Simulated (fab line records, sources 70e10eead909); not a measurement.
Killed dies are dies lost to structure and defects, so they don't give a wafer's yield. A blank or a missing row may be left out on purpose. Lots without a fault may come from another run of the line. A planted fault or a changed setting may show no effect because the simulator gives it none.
Chamber matching | flow nand_harc | NHARC_THIN_TSV_DEP_47 on pecvd-03: 3 sister chambers
The step deposits SiO2, target thk 200 nm. 3 wafers are shown with their chamber, then 8 later ones without.

WAFERS WITH THEIR CHAMBER
wafer  | chamber | throttle_valve_pct (%)
L943.2 | 2       | 14.6
L943.4 | 0       | 16.1
L944.3 | 1       | 15.3

WAFERS WITHOUT THEIR CHAMBER
wafer  | throttle_valve_pct (%)
L944.4 | 16.1
L944.6 | 14.5
L950.2 | 15.4
L950.5 | 14.5
L950.6 | 16.3
L949.3 | 16.1
L949.4 | 16.1
L949.5 | 14.8

WHICH CHAMBER EACH WENT THROUGH
wafer  | from the rows above | in truth
L944.4 | 0                   | 0
L944.6 | 2                   | 2
L950.2 | 1                   | 1
L950.5 | 2                   | 2
L950.6 | 0                   | 0
L949.3 | 0                   | 0
L949.4 | 0                   | 0
L949.5 | 2                   | 2
Placed correctly: 8 of 8. Can't be placed from these rows: 0. Placed wrongly: 0.
How it was worked out, from the rows above alone: a wafer's distance from a chamber is the root of the sum, over the readings, of the square of ((its reading less the chamber's mean) divided by the reading's scatter). The wafer belongs to the nearest chamber; if the next one is less than 2 further off, it can't be placed. A chamber's mean is the mean of its shown wafers. The scatter: with one shown wafer a chamber, the root of the mean of the squares of how far each hidden wafer lies from its nearest shown one.
